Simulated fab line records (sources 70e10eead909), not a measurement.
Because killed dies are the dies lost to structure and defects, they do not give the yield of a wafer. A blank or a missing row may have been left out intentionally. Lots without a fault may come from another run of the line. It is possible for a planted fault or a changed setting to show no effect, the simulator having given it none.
Chamber matching :: flow nand-harc :: NHARC_A_BLC_CMP_25 on cmp-02: 4 sister chambers
The step polishes, t overpolish 30 s, target thk 150 nm. 4 wafers are shown with their chamber, then 9 later ones without.

WAFERS PAIRED WITH THEIR CHAMBERS
wafer: L086.6
chamber: 1
motor-current-A (A): 13.0

wafer: L087.2
chamber: 2
motor-current-A (A): 11.7

wafer: L087.3
chamber: 0
motor-current-A (A): 11.4

wafer: L087.4
chamber: 3
motor-current-A (A): 12.3

WAFERS WITH NO CHAMBER GIVEN
wafer: L090.1
motor-current-A (A): 11.3

wafer: L090.4
motor-current-A (A): 12.0

wafer: L090.5
motor-current-A (A): 11.9

wafer: L093.3
motor-current-A (A): 12.3

wafer: L093.4
motor-current-A (A): 14.6

wafer: L093.5
motor-current-A (A): 10.9

wafer: L096.1
motor-current-A (A): 13.7

wafer: L096.3
motor-current-A (A): 11.9

wafer: L096.6
motor-current-A (A): 11.6

WHICH CHAMBER EACH WENT THROUGH
wafer: L090.1
from the rows above: can't be placed: 0 or 2 or 3
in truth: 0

wafer: L090.4
from the rows above: can't be placed: 2 or 3 or 0 or 1
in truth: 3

wafer: L090.5
from the rows above: can't be placed: 2 or 3 or 0 or 1
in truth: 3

wafer: L093.3
from the rows above: can't be placed: 3 or 2 or 1 or 0
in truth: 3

wafer: L093.4
from the rows above: can't be placed: 1 or 3
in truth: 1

wafer: L093.5
from the rows above: can't be placed: 0 or 2 or 3
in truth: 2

wafer: L096.1
from the rows above: can't be placed: 1 or 3
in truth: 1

wafer: L096.3
from the rows above: can't be placed: 2 or 3 or 0 or 1
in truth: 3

wafer: L096.6
from the rows above: can't be placed: 2 or 0 or 3
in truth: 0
Correct placement for 0 of the 9. Unplaceable from these rows: 9, with the true chamber sitting among the candidates in 9. Number placed wrongly: 0.
How it was worked out, from the rows above alone: a wafer's distance from a chamber is the root of the sum, over the readings, of the square of ((its reading less the chamber's mean) divided by the reading's scatter). The wafer belongs to the nearest chamber; if the next one is less than 2 further off, it can't be placed. The mean given for a chamber averages the wafers shown for that chamber. The scatter: root of mean squared gap, hidden wafer to nearest shown wafer, with one shown wafer a chamber.
